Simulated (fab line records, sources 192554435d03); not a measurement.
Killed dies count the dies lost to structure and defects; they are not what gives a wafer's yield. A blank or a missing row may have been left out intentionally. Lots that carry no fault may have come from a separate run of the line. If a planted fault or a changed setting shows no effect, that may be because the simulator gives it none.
Chamber matching | flow n5-finfet | pecvd-01 running N5_BEOL_M7_ILD_DEP_00: 3 sister chambers
The step deposits SiCOH lowk from DEMS/porogen, target thk 179.75 nm, time 33.4 s. 6 wafers are shown with their chamber, then 7 later ones without.

WAFERS PAIRED WITH THEIR CHAMBERS
wafer  | chamber | throttle-valve-pct (%) | showerhead-plenum-p-Torr (Torr)
L076.3 | 1       | 15.4                   | 5.734
L080.2 | 0       | 13.9                   | 5.730
L080.4 | 1       | 15.2                   | 5.745
L080.5 | 2       | 12.5                   | 5.728
L084.1 | 0       | 13.8                   | 5.739
L084.2 | 2       | 12.6                   | 5.736

WAFERS WHOSE CHAMBER IS MISSING
wafer  | throttle-valve-pct (%) | showerhead-plenum-p-Torr (Torr)
L084.3 | 15.4                   | 5.736
L087.1 | 12.2                   | 5.734
L087.2 | 15.2                   | 5.717
L087.5 | 14.1                   | 5.745
L088.3 | 12.9                   | 5.723
L088.4 | 15.2                   | 5.736
L088.6 | 12.7                   | 5.716

CHAMBER TAKEN BY EACH
wafer  | from the rows above | in truth
L084.3 | 1                   | 1
L087.1 | 2                   | 2
L087.2 | 1                   | 1
L087.5 | 0                   | 0
L088.3 | 2                   | 2
L088.4 | 1                   | 1
L088.6 | 2                   | 2
7 of 7 placed correctly. Left unplaced by these rows: 0. Number placed wrongly: 0.
How it was worked out, from the rows above alone: a wafer's distance from a chamber is the root of the sum, over the readings, of the square of ((its reading less the chamber's mean) divided by the reading's scatter). The wafer belongs to the nearest chamber; if the next one is less than 2 further off, it can't be placed. The mean given for a chamber averages the wafers shown for that chamber. The scatter: take each reading less its chamber's mean, square it, sum over the shown wafers, divide by the number of wafers less the number of chambers, and take the root.
